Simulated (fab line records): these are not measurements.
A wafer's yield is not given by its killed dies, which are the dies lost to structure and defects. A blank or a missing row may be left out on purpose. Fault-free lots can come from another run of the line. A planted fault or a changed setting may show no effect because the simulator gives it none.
Split-lot experiment | flow n5 finfet | on a route of 1938 steps: 7 lots, 39 wafers read

## ABOUT THE SPLIT
At N5_FIN_CUT_ETCH_21 (etches SOC in N2/H2, target depth 219 nm, overetch 43.8 nm, time 523.5 s), the setting time s was moved away from the recipe's 523.5 s on 15 of the 39 wafers read, by -16.7% to +14.3%. For the rest of the wafers, this setting stayed at what the recipe calls for.

The reading is taken at the split's own step.

## THE READING
SiARC_of_FIN_CUT_COAT_19.thk nm (the simulator's own value, which no gauge read), in nm, at N5_FIN_CUT_ETCH_21 (etches SOC in N2/H2, target depth 219 nm, overetch 43.8 nm, time 523.5 s). The file does not state a usual value for it. Average 11.8 nm, standard deviation 0.2 nm, over the 24 wafers here run with the recipe.

wafer  | tool, chamber at the split | time s as run, s | against the recipe | SiARC_of_FIN_CUT_COAT_19.thk nm, nm | against lot-mates on the recipe
L074.1 | rie diel-01, 0             | 598.5            | +14.3%             | 10.6                                | -1.3
L074.2 | rie diel-01, 2             | 598.5            | +14.3%             | 10.8                                | -1.1
L074.6 | rie diel-01, 2             | 598.5            | +14.3%             | 10.8                                | -1.1
L074.3 | rie diel-01, 3             | 523.5            | recipe             | 12                                  | -
L074.5 | rie diel-01, 3             | 523.5            | recipe             | 12                                  | -
L074.4 | rie diel-01, 0             | 523.5            | recipe             | 11.8                                | -
L077.1 | rie diel-01, 3             | 523.5            | recipe             | 12                                  | -
L077.2 | rie diel-01, 0,2           | 463.4            | -11.5%             | 12.8                                | +1.0
L077.5 | rie diel-01, 0,2           | 463.4            | -11.5%             | 12.8                                | +1.0
L077.3 | rie diel-01, 2             | 523.5            | recipe             | 11.8                                | -
L077.4 | rie diel-01, 0             | 523.5            | recipe             | 11.6                                | -
L077.6 | rie diel-01, 3             | 463.4            | -11.5%             | 13                                  | +1.2
L079.1 | rie diel-01, 3             | 484.8            | -7.4%              | 12.6                                | +0.6
L079.2 | rie diel-01, 2,1,3         | 523.5            | recipe             | 12                                  | -
L079.4 | rie diel-01, 2,1,3         | 523.5            | recipe             | 12                                  | -
L079.5 | rie diel-01, 2,1,3         | 523.5            | recipe             | 12                                  | -
L079.3 | rie diel-01, 0             | 484.8            | -7.4%              | 12.4                                | +0.4
L079.6 | rie diel-01, 0             | 484.8            | -7.4%              | 12.4                                | +0.4
L081.1 | rie diel-02, 0,1,1         | 523.5            | recipe             | 11.6                                | -
L081.3 | rie diel-02, 0,1,1         | 523.5            | recipe             | 11.6                                | -
L081.5 | rie diel-02, 0,1,1         | 523.5            | recipe             | 11.6                                | -
L081.2 | rie diel-02, 2             | 436              | -16.7%             | 13.2                                | +1.6
L081.4 | rie diel-02, 3             | 436              | -16.7%             | 13.4                                | +1.8
L081.6 | rie diel-02, 0             | 436              | -16.7%             | 13                                  | +1.4
L084.1 | rie diel-06, 0             | 523.5            | recipe             | 12                                  | -
L084.2 | rie diel-06, 1             | 523.5            | recipe             | 11.8                                | -
L084.3 | rie diel-06, 2             | 523.5            | recipe             | 11.6                                | -
L084.6 | rie diel-06, 2             | 523.5            | recipe             | 11.6                                | -
L084.4 | rie diel-06, 3             | 523.5            | recipe             | 11.4                                | -
L084.5 | rie diel-06, 3             | 523.5            | recipe             | 11.4                                | -
L087.2 | rie diel-06, 3             | 523.5            | recipe             | 11.6                                | -
L087.6 | rie diel-06, 3             | 523.5            | recipe             | 11.6                                | -
L087.4 | rie diel-06, 1             | 523.5            | recipe             | 11.8                                | -
L094.1 | rie diel-02, 2             | 523.5            | recipe             | 12                                  | -
L094.2 | rie diel-02, 1             | 588.4            | +12.4%             | 10.8                                | -1.1
L094.3 | rie diel-02, 0             | 523.5            | recipe             | 11.8                                | -
L094.5 | rie diel-02, 0             | 523.5            | recipe             | 11.8                                | -
L094.4 | rie diel-02, 3             | 588.4            | +12.4%             | 11.4                                | -0.5
L094.6 | rie diel-02, 1             | 588.4            | +12.4%             | 11                                  | -0.9
If several chambers appear in one row, that row covers several wafers at once and the file leaves open which wafer was in which chamber.

THE FIT
A straight line over all 39 wafers: SiARC_of_FIN_CUT_COAT_19.thk nm changes by -0.0784 nm for each +1% of time s; r = -0.95; the points scatter about the line by 0.21 nm.
The same after taking each lot's own level away (the mean of its wafers on the recipe; 39 wafers): -0.084 nm for each +1%; r = -0.97; scatter 0.18 nm.
Per that fit: largest time s move, reading shift of 1.4 nm.
Across the lots, their own levels run from 11.60 to 12.00 nm, a range of 2.0 times the standard deviation given above.
Consequently the slope shifts little with the lot-to-lot level, the two slopes agreeing.
Check: +1.41 nm against its lot-mates is what the line predicts for one of the wafers moved furthest among these (-16.7%) when that wafer is left out of the fit. Against them it came out at +1.6 nm.

## ADDITIONAL SPLITS CARRIED BY THESE WAFERS
Other splits were also applied to these wafers ahead of the reading. Each is held against what the fit with the lots' levels taken away leaves over:
other split on the same wafers        | wafers away from the commonest value | r with SiARC_of_FIN_CUT_COAT_19.thk nm (lot level and that fit taken away)
N5_WELL_APT_IMPLANT_32 energy kev     | 15                                   | +0.26
N5_FIN_SAQP_SPACER1_ALD_24 ald cycles | 12                                   | +0.22
N5_FIN_SAQP_ETCH_64 bias w            | 15                                   | -0.06

## THE FILE'S OWN FIT
SiARC_of_FIN_CUT_COAT_19.thk nm changes by -0.0843 nm for each +1% of time s, r = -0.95.
